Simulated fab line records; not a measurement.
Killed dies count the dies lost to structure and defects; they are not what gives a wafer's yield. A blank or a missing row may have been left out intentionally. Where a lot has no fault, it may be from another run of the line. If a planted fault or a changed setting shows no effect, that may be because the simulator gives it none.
fab line records ; flow n5-finfet
[record] lots = 4; wafers = 12; last-day = 16
route steps=1938 shown FIN_CUT@175 STI_FIN_REVEAL@183 DUMMY_GATE@212 BEOL_M4@1111 PASSIVATION@1936
lots untouched by any fault: they come from a run of this same line in which no faults occurred
start-h: hours from the record's opening day to when the first of the lot's shown wafers began ; wait-h: how many hours have passed since the lot's step before this one ; " unchanged from the row above ; L1.1+2: one row covering several wafers at once ; - no value, or no start given ; * or withheld: withheld ; < > ~ a bound
route shown NAME@n: a module of which the file shows steps, and the number in the route of the first ; usual: average and standard deviation across the fault-free wafers ; same: alike in all rows ; chamber/n: place in a boat ; sites: the reading at each site ; _std_site: standard deviation across them ; _edge_site: inner sites' mean taken away from outer sites' mean ; radius-mm: for every site, how far away it sits from the centre of the wafer ; mask NAME#n: copy n ; behind: the tool/chamber that last shaped the wafer ; hold: why the lot went on hold/how many hours it stayed there/how the hold came to an end ; device: transistor that didn't switch, given as n, p or np ; end of line: tests of these same wafers at the route's end ; a step with no rows: only its recipe ; killed: count of dies lost to structure and defects at first sort (not the wafer's yield) ; map: a wafer's dies, x killed, . not, _ none there
set.NAME: the setting the step ran with; set.NAME@STEP: the setting that earlier step ran with ; model.NAME: the simulator's own value behind a step, which no gauge read
lots at some steps of the route; a table a step, a row a wafer
services: when a tool's chamber went out of use (start-h, in hours from the record's first day, below 0 if earlier), for how many hours, and the reason
[[steps]]
[step N5_FIN_CUT_PRECLEAN_35]
[recipe] time-s = 13.3; temp-c = 45; pressure-torr = 125; p-hf-torr = 3; p-coreactant-torr = 25; chemistry = vHF
[step N5_FIN_CUT_CUT_ETCH_15]
[recipe] chemistry = HBr/Cl2/O2; target = Si; target-depth-a = 1000; bt-time-s = 10; mask-material = SOC; time-s = 42.4; ion-energy-ev = *; bias-w = *; pressure-mtorr = 10; icp-w = 800; HBr_flow_sccm = 150; Cl2_flow_sccm = 80; O2_flow_sccm = 12
[step N5_FIN_CUT_CUT_ETCH_28]
[recipe] chemistry = HBr/Cl2/O2; target = Si; target-depth-a = 60; mask-material = SOC; time-s = 2.4; ion-energy-ev = *; bias-w = *; pressure-mtorr = 10; icp-w = 800; HBr_flow_sccm = 150; Cl2_flow_sccm = 80; O2_flow_sccm = 12
[step N5_FIN_CUT_STRIP_22]
[recipe] chemistry = N2/H2; power-w = 500; temp-c = 40; pressure-mtorr = 50; rf-frequency-hz = 6e+07; overash-fraction = 0.3; bias-power-w = 8; h2-frac = 0.5; n2-flow-sccm = 300; h2-flow-sccm = 300
[step N5_FIN_CUT_PRECLEAN_36]
[recipe] chemistry = O3/DIW; time-s = 60; temp-c = 22; o3-ppm = 10
[step N5_FIN_CUT_SRD_32]
[recipe] dry = ipa-marangoni; time-s = 30; temp-c = 23; rinse-liquid = diw
[step N5_FIN_CUT_UV_OZONE_34]
[recipe] time-s = 120; pressure-torr = 760; temp-c = 25
[step N5_STI_FIN_REVEAL_ALD_00]
[recipe] material = SiO2; target-thk-a = 10; temp-c = 300; ald-precursor-family = BDEAS; ald-co-reactant = O2-plasma; pulse-time-s = 1; pressure-torr = 2
[step N5_STI_FIN_REVEAL_ALD_14]
[recipe] material = Si3N4; target-thk-a = 30; temp-c = 400; ald-precursor-family = SiH2I2; ald-co-reactant = N2/H2-plasma; pressure-torr = 2
[step N5_STI_FIN_REVEAL_FCVD_FILL_01]
[recipe] material = SiO2_flowable; target-thk-a = 3120; temp-c = 100; pressure-torr = 0.8; rf-w = 2000; time-s = 512.2
[step N5_STI_FIN_REVEAL_DENSIFY_02]
[recipe] temp-c = 650; ambient = steam; time-s = 1800; idle-temp-c = 400; densification-p-h2o-torr = 640
[step N5_STI_FIN_REVEAL_CMP_04]
[recipe] stop-on = Si3N4; t-overpolish-s = 4; down-force-psi = 2; platen-rpm = 54.18; post-cmp-clean = alkaline-brush; pad-velocity-m-s = 1.078; target-thk-nm = 131.83
[usual] edge-zone-pressure-frac = 1.001/0.0045; motor-current-A = 8.3/0.53; overpolish-run-s = 4.001/0.0094; time-to-endpoint-s = 106/6.6
lot.wafer;tool;chamber;start-h;wait-h;edge-zone-pressure-frac;motor-current-A;overpolish-run-s;time-to-endpoint-s
L124.2;cmp-03;1;35.73;0.1;0.992;8.5;4.026;102
L124.4;cmp-03;2;35.73;0.1;0.998;8.6;3.995;97
L124.5;cmp-03;0;35.73;0.1;0.994;7.8;4.006;98
L133.4;cmp-03;3;91.26;0.0;1.005;8.7;4.000;107
L133.1;cmp-03;2;91.26;0.0;1.004;8.1;3.999;105
L133.6;cmp-03;0;91.26;0.0;0.992;8.1;4.000;103
L136.4;cmp-03;3;108.11;0.0;0.999;8.8;4.012;103
L136.1;cmp-03;0;108.11;0.0;0.990;8.1;4.008;105
L136.5;cmp-03;3;108.11;0.0;0.997;8.7;4.006;107
L141.3;cmp-02;3;138.09;0.0;1.000;7.7;4.001;100
L141.1;cmp-02;0;138.09;0.0;1.001;8.7;4.009;100
L141.5;cmp-02;0;138.09;0.0;1.000;8.5;4.016;97
[step N5_STI_FIN_REVEAL_DENSIFY_30]
[recipe] temp-c = *; time-s = *; ambient = N2; idle-temp-c = 600; ramp-up-c-per-s = 150; ramp-down-c-per-s = 60; cool-to-c = 600
[step N5_STI_FIN_REVEAL_ETCHBACK_08]
[recipe] chemistry = C4F6/O2; target = SiO2; target-depth-a = 305; time-s = 10.167; ion-energy-ev = 250; pressure-mtorr = 30; source-w = 345; bias-w = 185; Ar_flow_sccm = 300; C4F6_flow_sccm = 10; O2_flow_sccm = 10
[step N5_STI_FIN_REVEAL_STRIP_24]
[recipe] chemistry = N2/H2; time-s = 90; power-w = 100; temp-c = 40; pressure-mtorr = 100; rf-frequency-hz = 6e+07; bias-power-w = 3; n2-flow-sccm = 300; h2-flow-sccm = 300
[step N5_STI_FIN_REVEAL_PRECLEAN_25]
[recipe] chemistry = SPM; time-s = 90; temp-c = 120; mix = 4:1
[step N5_STI_FIN_REVEAL_PRECLEAN_26]
[recipe] chemistry = SC1; time-s = 45; temp-c = 46; mix = 1:2:100
[step N5_STI_FIN_REVEAL_PRECLEAN_29]
[recipe] chemistry = DHF; time-s = 30; temp-c = 25; dilution = 300:1
[step N5_STI_FIN_REVEAL_SRD_12]
[recipe] time-s = 30; temp-c = 23; rinse-liquid = diw; dry = ipa-marangoni
[step N5_STI_FIN_REVEAL_RECESS_09]
[recipe] chemistry = HF/NH3; target = SiO2; afs-cycles = 11; target-depth-a = 425; temp-c = 30; sublimation-temp-c = 180; sublimation-time-s = 60
[step N5_STI_FIN_REVEAL_STRIP_16]
[recipe] chemistry = H3PO4; material = SiNx; temp-c = 165; target-depth-a = 238; overetch-fraction = 0.4964; dry = ipa-marangoni
[step N5_STI_FIN_REVEAL_PRECLEAN_17]
[recipe] chemistry = NF3:NH3; afs-cycles = 1; temp-c = 30; time-s = 20; sublimation-temp-c = 180; sublimation-time-s = 60; pressure-torr = 3; rf-power-w = 30
[step N5_STI_FIN_REVEAL_ETCH_34]
[recipe] chemistry = H2; mode = isotropic; material = Si; target = Si; target-depth-a = 9.7; temp-c = 20; pressure-mtorr = 4.5; icp-w = 300; bias-w = 0; h2-flow-sccm = 7.5; he-flow-sccm = 142.5
[step N5_STI_FIN_REVEAL_OXIDATION_31]
[recipe] chemistry = O2_PLASMA_REMOTE; temp-c = 150; time-s = 20; pressure-mtorr = 1000; source-power-w = 2000; o2-flow-sccm = 3000
[step N5_STI_FIN_REVEAL_PRECLEAN_32]
[recipe] chemistry = NF3:NH3; afs-cycles = 1; temp-c = 30; time-s = 20; sublimation-temp-c = 180; sublimation-time-s = 60; pressure-torr = 3; rf-power-w = 30
[step N5_STI_FIN_REVEAL_STRIP_35]
[recipe] chemistry = H3PO4; material = Si3N4; temp-c = 165; target-depth-a = 40; time-s = 39
[step N5_STI_FIN_REVEAL_SRD_21]
[recipe] dry = ipa-marangoni; time-s = 30; temp-c = 23; rinse-liquid = diw
[step N5_STI_FIN_REVEAL_OXIDATION_33]
[recipe] chemistry = O2_PLASMA_REMOTE; temp-c = 150; time-s = 20; pressure-mtorr = 1000; source-power-w = 2000; o2-flow-sccm = 3000
[step N5_STI_FIN_REVEAL_CLEAN_19]
[recipe] chemistry = O3/DIW; temp-c = 25; time-s = 120; o3-ppm = 10
[step N5_STI_FIN_REVEAL_SRD_23]
[recipe] dry = ipa-marangoni; time-s = 30; temp-c = 23; rinse-liquid = diw
[step N5_STI_FIN_REVEAL_PRECLEAN_18]
[recipe] chemistry = SC2; time-s = 45; temp-c = 35; mix = 1:1:50
[step N5_STI_FIN_REVEAL_SRD_28]
[recipe] dry = ipa-marangoni; time-s = 30; temp-c = 23; rinse-liquid = diw
[step N5_STI_FIN_REVEAL_INSPECT_13]
[recipe] inspect-instrument = darkfield; mode = post-clean
[usual] raw-defect-count = 12/4.8
lot.wafer;tool;chamber;start-h;wait-h;raw-defect-count
L124.2;defect-inspect-01;-;39.94;0.0;9
L124.4;defect-inspect-01;-;39.94;0.0;9
L124.5;defect-inspect-01;-;39.94;0.0;12
L133.1;defect-inspect-02;-;94.91;0.0;298
L133.4;defect-inspect-02;-;94.91;0.0;326
L133.6;defect-inspect-02;-;94.91;0.0;312
L136.1;defect-inspect-02;-;111.69;0.0;280
L136.4;defect-inspect-02;-;111.69;0.0;302
L136.5;defect-inspect-02;-;111.69;0.0;325
L141.1;defect-inspect-02;-;142.08;0.0;14
L141.3;defect-inspect-02;-;142.08;0.0;8
L141.5;defect-inspect-02;-;142.08;0.0;16
[step N5_DUMMY_GATE_PRECLEAN_00]
[recipe] chemistry = O3/DIW; time-s = 60; temp-c = 22; o3-ppm = 10
[step N5_BEOL_M4_RC_MEAS_101]
[usual] DIBL_N = 37.3/2.3; DIBL_P = 37.4/2.9; IOFF_N = 0.18/0.045; IOFF_P = 0.25/0.054; ION_N = 679/15; ION_P = 468/9.7; SS_N = 71.8/0.62; SS_P = 73.6/0.76; VT_N = 248/4.1; VT_P = -248/3.6
lot.wafer;tool;chamber;start-h;wait-h;DIBL_N[mV/V];DIBL_P[mV/V];IOFF_N[nA/um];IOFF_P[nA/um];ION_N[uA/um];ION_P[uA/um];SS_N[mV/dec];SS_P[mV/dec];VT_N[mV];VT_P[mV]
L124.2;prober-02;0;163.88;0.2;36.6;34.7;0.15;0.24;671;473;70.9;72.6;251;-246
L124.4;prober-02;0;163.88;0.2;36.8;35.0;0.15;0.24;664;468;71.2;72.1;249;-249
L124.5;prober-02;0;163.88;0.2;35.8;33.4;0.13;0.21;668;464;70.8;72.1;250;-247
L133.1;prober-02;0;217.87;0.0;36.9;37.5;0.17;0.22;681;476;71.2;73.7;252;-250
L133.4;prober-02;0;217.87;0.0;39.8;41.5;0.23;0.31;696;481;72.6;74.1;246;-245
L133.6;prober-02;0;217.87;0.0;37.7;37.9;0.17;0.23;679;464;71.3;73.6;251;-250
L136.1;prober-02;0;242.43;0.0;41.0;42.5;0.25;0.39;697;482;72.4;74.5;244;-241
L136.4;prober-02;0;242.43;0.0;37.1;37.5;0.15;0.25;669;467;72.1;73.0;250;-245
L136.5;prober-02;0;242.43;0.0;39.6;40.8;0.23;0.32;686;480;72.4;73.8;245;-240
L141.1;prober-01;0;270.67;0.0;34.9;34.4;0.15;0.20;670;465;70.9;72.8;253;-249
L141.3;prober-01;0;270.67;0.0;37.3;38.6;0.20;0.29;688;472;71.8;74.5;248;-245
L141.5;prober-01;0;270.67;0.0;37.0;37.9;0.19;0.26;665;460;71.6;74.1;248;-249
[step N5_PASSIVATION_PROBE_49]
[usual] defect-limited-yield = 91.3/1.5; killed_at_M0_to_M3 = 35/8.7; killed_at_M4_up = 14/5.5; killed-at-contacts = 11/5.6; killed-at-front-end = 39/13; killed-at-other = 3.7/2.2; killed-dies = 103/18; killed-on-rim = 14/4.4; killed-open = 69/14; killed-short = 33/7.8; sort_bin_4_leakage = 0.02/0.15; sort_bin_5_function = 5.1/0.99; sort_bin_6_memory = 3.3/0.67; sort-n-pass = 1077/18; sort-yield-pct = 91.2/1.5
[same] gross-dies = 1180; killed-at-back-side = 0; sort_bin_8_speed[%] = 0
lot.wafer;tool;chamber;start-h;wait-h;defect-limited-yield[%];killed_at_M0_to_M3;killed_at_M4_up;killed-at-contacts;killed-at-front-end;killed-at-other;killed-dies;killed-on-rim;killed-open;killed-short;sort_bin_4_leakage[%];sort_bin_5_function[%];sort_bin_6_memory[%];sort-n-pass;sort-yield-pct[%]
L124.2;prober-02;-;267.66;0.1;91.9;32;8;19;35;2;96;16;67;28;0;5.4;2.5;1084;91.9
L124.4;prober-02;-;267.76;0.2;90.7;45;14;11;34;6;110;13;75;30;0;5.1;4.2;1070;90.7
L124.5;prober-02;-;267.81;0.2;91.3;36;13;16;35;3;103;12;72;29;0;5.8;2.7;1077;91.3
L133.1;prober-01;-;325.63;0.0;74.9;20;6;3;262;5;296;43;41;31;0;14.4;8.6;884;74.9
L133.4;prober-01;-;325.78;0.2;70.5;23;12;5;306;2;348;47;43;37;0;17.9;10.3;832;70.5
L133.6;prober-01;-;325.88;0.3;72.5;15;9;6;291;4;325;43;44;27;0;17.4;8.7;855;72.5
L136.1;prober-02;-;356.06;0.0;71.8;36;11;11;272;3;333;50;85;28;0.17;17.5;9.0;845;71.6
L136.4;prober-02;-;356.21;0.2;70.5;29;17;18;282;2;348;49;84;34;0;18.4;9.7;832;70.5
L136.5;prober-02;-;356.26;0.2;67.5;27;14;18;319;5;383;51;78;44;0;20.8;10.2;797;67.5
// killed by level:class
L124.2 BEOL_M3:geometric-particle:open=14 STI_FIN_REVEAL:geometric-particle:open=12 MOL_CONTACT_COAG:geometric-particle:open=12 FIN_SAQP:geometric-particle:open=9 MOL_CONTACT_COAG:geometric-particle:short=7 BEOL_M0_SAQP:geometric-particle:open=6 BEOL_M0_SAQP:geometric-particle:short=5 FIN_SAQP:geometric-particle:short=2
L124.4 STI_FIN_REVEAL:geometric-particle:open=14 BEOL_M0_SAQP:geometric-particle:open=11 BEOL_M2:geometric-particle:open=9 BEOL_M3:geometric-particle:open=8 MOL_CONTACT_COAG:geometric-particle:open=7 BEOL_M0_SAQP:geometric-particle:short=7 BEOL_M4:geometric-particle:open=6 FIN_SAQP:geometric-particle:short=4
L124.5 MOL_CONTACT_COAG:geometric-particle:open=13 BEOL_M0_SAQP:geometric-particle:open=10 FIN_SAQP:geometric-particle:open=8 STI_FIN_REVEAL:geometric-particle:open=8 BEOL_M3:geometric-particle:open=7 BEOL_M0_SAQP:geometric-particle:short=5 BEOL_M2:geometric-particle:open=4 STARTING-WAFER:geometric-particle:open=4
L133.1 STI_FIN_REVEAL:unspecified=224 STI_FIN_REVEAL:geometric-particle:open=10 FIN_SAQP:geometric-particle:short=8 BEOL_M0_SAQP:geometric-particle:short=5 BEOL_M1:geometric-particle:open=5 GATE_CUT:geometric-particle:short=4 BEOL_M4:geometric-particle:open=4 FIN_SAQP:geometric-particle:open=3
L133.4 STI_FIN_REVEAL:unspecified=268 BEOL_M4:geometric-particle:open=7 STARTING-WAFER:geometric-particle:short=7 FIN_SAQP:geometric-particle:short=6 STI_FIN_REVEAL:geometric-particle:open=5 BEOL_M1:geometric-particle:open=5 BEOL_M3:geometric-particle:open=5 FIN_SAQP:geometric-particle:open=4
L133.6 STI_FIN_REVEAL:unspecified=252 FIN_SAQP:geometric-particle:open=11 STI_FIN_REVEAL:geometric-particle:open=6 GATE_CUT:geometric-particle:short=6 MOL_CONTACT_COAG:geometric-particle:open=6 BEOL_M0_SAQP:geometric-particle:short=6 FIN_SAQP:geometric-particle:short=5 GATE_CUT:geometric-particle:open=4
L136.1 STI_FIN_REVEAL:unspecified=220 STI_FIN_REVEAL:geometric-particle:open=25 BEOL_M3:geometric-particle:open=11 BEOL_M0_SAQP:geometric-particle:short=11 MOL_CONTACT_COAG:geometric-particle:open=10 BEOL_M4:geometric-particle:open=9 FIN_SAQP:geometric-particle:open=5 BEOL_M1:geometric-particle:open=5
L136.4 STI_FIN_REVEAL:unspecified=230 STI_FIN_REVEAL:geometric-particle:open=21 FIN_SAQP:geometric-particle:open=17 BEOL_M4:geometric-particle:open=12 MOL_CONTACT_COAG:geometric-particle:open=11 BEOL_M0_SAQP:geometric-particle:short=10 MOL_CONTACT_COAG:geometric-particle:short=7 BEOL_M0_SAQP:geometric-particle:open=7
L136.5 STI_FIN_REVEAL:unspecified=261 FIN_SAQP:geometric-particle:open=19 FIN_SAQP:geometric-particle:short=13 MOL_CONTACT_COAG:geometric-particle:open=12 STI_FIN_REVEAL:geometric-particle:open=10 BEOL_M1:geometric-particle:open=8 BEOL_M4:geometric-particle:open=7 MOL_CONTACT_COAG:geometric-particle:short=6
// map L133.4 (x killed, . not)
_________________.x.x.x.xxx..________________
______________xx......x......xx._____________
___________....x.x..xxxx..xx...x...__________
__________x......x......x.xx.xx....x_________
________....x....x...x...x...x........_______
_______x.x....xxx..x.x....xx.........x.______
______x..x.x...x.....x.....x.x.....xx.x._____
_____..x.x.x.xxx.x.x...x.x.x.x...x.x.x...____
____.......x.......x.x..x...xx....x.xx....___
___x.x....xx.x.x..xx.......x.........x.....__
___x.....x.........x...x......xxx.x.....x..__
__...xx.......xx..x......xx..x..x..........._
__........xxx.x....xxx...x...x..x..x....x..x_
_...x.....xx.x.x.....x.xx.x.x.x...x...x.x....
_.x..x....x....xx...x.xxxx.x.xx.x.x..x..x...x
_xxxx.x...x...x...xx...xx........x.....xx...x
_xx....x.x......x.....x...x.......xx....xx...
_....x..x.....xxx..x.....xx.xx.....x........x
_.x........x....xx....x....xx..x.x.x.x.....x.
_...x...xx.x....x..x..x..x.......x...xx....x.
_....x..x....x........x.x..x....x.x.....x...x
__..........xx.xx.x.........x....xx.....x.xx_
__..x........x....xxx..xx.xx....x.xx......xx_
___....x......x....xxx..xxx....xx.xxx.x..x.__
___xxxxxx.x.x.x..x..xx.x..........x....xx.x__
____x.........x...x..x........xx.x...x.x..___
_____.........x.......x..x........x.x....____
______..x..x.x............x..xx.xx..x..x_____
_______.....x..xxx.x..x...x...x........______
________...xx..xx.x.xxx.......x.....xx_______
__________xxx.x.xx.xx..xx....x.....x_________
___________.....x.....xxx....x...x.__________
______________.xx........x..x..._____________
_________________.x..x....xx.________________
// map L136.5 (x killed, . not)
_________________xxx..x....xx________________
______________..x.xxxx.x.xx.x..x_____________
___________x.x...xx.x..x..x.x.x....__________
__________x.......xx.x.x..xx......x._________
________x..x....x.x.......x...x...xx.x_______
_______x.xx.x...x.x.x..x..x.......x....______
______..x.....xx.xx..x...xxx.......xx..._____
_____xx....x..x..........x......x.......x____
____x....x.x.....x..xx.x..x..xx.x...x...x.___
___...xx...xx..x..xx.x.......x...x......xxx__
___...x..x.x.x.x...xx...........xxx.....x..__
__.xxx....x....x....x....xx.xx.x...x..x..x.._
__.x.x.xx....x................x......xxx...x_
_..x.xx...x..x...xx.x.x.xx.........x...xx..x.
_x...xxx..xxx.xx..x..xxxxxxx.x....xx.......x.
_xx..x...x........xx.xx..x....x...x...xxx...x
_..............xx.x.x.x....x......x...x...x.x
_..x...x.xx....x...x.xx.x..xx..x...x.x..x....
_.x.....x......x....x.x.x......x..x.xxxxxxx..
_...x.x.xx.xx..x.......x.....x.x...x.....x.x.
_x.x....xx.x.x....x......x...x.xxxx.x.x..xx..
__x.....x...x.x.....xxx..........xx.x..x...._
__....xxxx......xxx.x........x....x.x..xx..._
___.x.x.xx.x..xxx..xx....x.x.......x......x__
___.............xxx.x.x.........x..xx......__
____..x...xxx.........x..x.x....x..x..x...___
_____.xx..x.x....xx...xx..x.x..x.x.xxx..x____
______xx...xx......xxx....x.xxx.x.x....._____
_______x....x.........xx...x..xx..x..xx______
________x..x..x......x..x...x.x.x..x.._______
__________..x......xxx..xxxx..x.xx.._________
___________....x.....xxx..x.x......__________
______________..xx.x...x....xx.._____________
_________________..x...xx.x..________________
[[services]]
tool;chamber;start-h;hours;kind
cmp-03;-;17.93;2.2;repair
cmp-02;-;56.64;4.6;pm
cmp-02;-;72.33;2.2;repair
cmp-02;-;82.17;0.3;repair
cmp-03;-;93.83;3.2;repair
cmp-02;-;127.19;4.0;pm
cmp-02;-;131.19;-;consumable-replace:conditioner
cmp-02;-;131.19;-;consumable-replace:pad
[[key]]
[first-sign] step = N5_STI_FIN_REVEAL_INSPECT_13; reading = raw-defect-count; direction = up; sigmas = 62; usual = 12; struck = 307
[effect] step = N5_PASSIVATION_PROBE_49; reading = killed-at-front-end; direction = up; sigmas = 20; usual = 39; struck = 289
[more-kills-born-at] N5_STI_FIN_REVEAL_CMP_04@cmp-03 = 1452
met-at N5_STI_FIN_REVEAL_CMP_04
struck-wafers L133.1,L133.4,L133.6,L136.1,L136.4,L136.5
onset-between 35.73 91.26
[fault] kind = chamber-particle-source; tool = cmp-03; chamber = -; onset-h = 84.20; steps = N5_STI_FIN_REVEAL_CMP_04; rate-per-visit-cm2 = 0.47983; end-h = 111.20
